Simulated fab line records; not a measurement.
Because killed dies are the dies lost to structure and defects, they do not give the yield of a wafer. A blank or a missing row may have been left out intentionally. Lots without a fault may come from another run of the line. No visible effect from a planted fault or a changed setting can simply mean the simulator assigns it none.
A lot that was struck, set against a sound lot ; flow n5Finfet ; 38 steps out of a route of 1938
Sound: the wafers L773.1, L773.4, L773.5. Struck: wafer L783.5 (left out: L783.2, L783.4 of the same lot, which were not struck); the cause appears at the end.
For every step that has rows: the tool of each side, followed by ch and its chambers, followed by its first start. Under that, the readings that differ: sound wafers ; struck wafers ; difference of the means ; sigmas: that difference in standard deviations of wafers without a fault.
alike: a reading whose means differ by less than 2 such deviations, as well as words and numbers matching on both sides. not compared: withheld readings; readings where some wafer has no value; bounds like >300 that might hide an equal value; numbers whose values overlap and for which the record gives no deviation.
Wherever a step has rows on one side only, a row that says differs or no value, or a row with sigmas, the two part there. Numbers that have no deviation but don't overlap get no sigmas and don't part them. A reading that every wafer of one side lacks parts them only if that side has two wafers or more.

first, 9 steps without rows for these wafers: N5_BEOL_M4_ANNEAL_95 (time 240 s); N5_BEOL_M4_SPUTTER_96 (material Cu, target thk 4.5 nm, time 8.29 s); N5_BEOL_M4_ECD_50 (material Cu, target thk 300 nm); N5_BEOL_M4_ANNEAL_51 (time 90 s); N5_BEOL_M4_CMP_52 (polishes, stops on SiOC, t overpolish 6.8 s, target thk 40 nm); N5_BEOL_M4_PRE_CLEAN_60 (time 15 s); N5_BEOL_M4_CO_CAP_55 (material Co, precursor CCTBA/H2, target thk 2 nm, time 102.1 s); N5_BEOL_M4_PRE_CLEAN_56 (time 15 s); N5_BEOL_M4_DEP_57 (deposits SiCN from 3MS/NH3, target thk 8 nm, time 14 s).
N5_BEOL_M4_RC_MEAS_101:
  sound on prober-02 ch 0, day 7 23:53; struck on prober-01 ch 0, day 10 19:17
reading;sound;struck;difference;sigmas
SS_P (mV/dec);73.3 72.8 72.9;74.8;+1.8;+3
  alike: DIBL_N, DIBL_P, IOFF_N, IOFF_P, ION_N, ION_P, SS_N, VT_N, VT_P
then, 24 steps without rows for these wafers: N5_BEOL_M5_ILD_DEP_00 (deposits SiCOH lowk from DEMS/porogen, target thk 140.64 nm, time 25.9 s); N5_BEOL_M5_CURE_79 (cures SiCOH lowk, time 240 s); N5_BEOL_M5_PECVD_70 (deposits SiO2 from TEOS/O2, target thk 16 nm, time 18 s); N5_BEOL_M5_HM_DEP_02 (deposits TiN, target thk 20 nm); N5_BEOL_M5_COAT_59 (time 60 s, resist thk 60 nm); N5_BEOL_M5_COAT_60 (time 60 s, resist thk 12 nm); N5_BEOL_M5_COAT_71 (time 60 s, resist thk 5 nm); N5_BEOL_M5_COAT_05 (resist thk 30 nm); N5_BEOL_M5_EBR_07; N5_BEOL_M5_SOFTBAKE_06 (time 60 s); N5_BEOL_M5_EXPOSE_08 (exposes mask M5, target cd 28 nm); N5_BEOL_M5_PEB_09 (peb time 60 s); N5_BEOL_M5_DEVELOP_10 (develop time 30 s); N5_BEOL_M5_DESCUM_16 (chemistry O2, time 7 s); N5_BEOL_M5_ETCH_72 (etches underlayer in N2/H2, target depth 6.5 nm, time 5.2 s); N5_BEOL_M5_ETCH_61 (etches SiARC in CF4, target depth 15.6 nm, time 26 s); N5_BEOL_M5_ETCH_62 (etches SOC in N2/H2, target depth 75 nm, overetch 15 nm, time 112.5 s); N5_BEOL_M5_STRIP_63 (strips in N2/H2); N5_BEOL_M5_STRIP_73 (strips in N2/H2); N5_BEOL_M5_STRIP_64 (strips in CF4); N5_BEOL_M5_HM_OPEN_17 (chemistry Cl2/BCl3, target TiN, target depth 20 nm, overetch 6 nm); N5_BEOL_M5_STRIP_19 (strips in O2); N5_BEOL_M5_COAT_65 (time 60 s, resist thk 60 nm); N5_BEOL_M5_COAT_66 (time 60 s, resist thk 12 nm).
N5_BEOL_M8_CMP_52: polishes, stops on SiCOH lowk, t overpolish 6.9 s, target thk 80 nm.
  sound on cmp-02 ch 0,2, day 9 13:55; struck on cmp-02 ch 3, day 12 09:28
reading;sound;struck;difference;sigmas
barrierFieldEndpointS (s);28.9 29.4 29.1;46.9;+17.8;+24
overpolishRunS (s);6.901 6.897 6.897;0.049;-6.849;-99 or more
timeToEndpointS (s);66 67 66;82;+16;+4
  alike: headPressurePsi, motorCurrentA
  not compared: padLifeWafers
N5_BEOL_M8_THK_MEAS_53: measures by xrf.
  sound on filmMetro-02, day 9 14:11; struck on filmMetro-01, day 12 09:46
reading;sound;struck;difference;sigmas
M8_THK (nm);81.6 84.5 83.8;202.0;+118.7;+47
N5_BEOL_M8_INSPECT_58: inspects for defects (darkfield).
  sound on defectInspect-01, day 9 14:22; struck on defectInspect-02, day 12 09:56
reading;sound;struck;difference;sigmas
rawDefectCount;73 81 48;1119;+1052;+44
-- record jumps: 3 days separate the struck wafers' starts on either side; left off in module BEOL_M8, taken up again in module PASSIVATION, whose first shown step is the route's number 1936 --
N5_PASSIVATION_PROBE_49:
  rows exist in the record for the struck wafers here (prober-02, day 15 08:43), but not for the sound ones

## WHERE THEY PART
Last at N5_PASSIVATION_PROBE_49 as far as this record goes, first at N5_BEOL_M4_RC_MEAS_101.

WHY: what the simulator had put in
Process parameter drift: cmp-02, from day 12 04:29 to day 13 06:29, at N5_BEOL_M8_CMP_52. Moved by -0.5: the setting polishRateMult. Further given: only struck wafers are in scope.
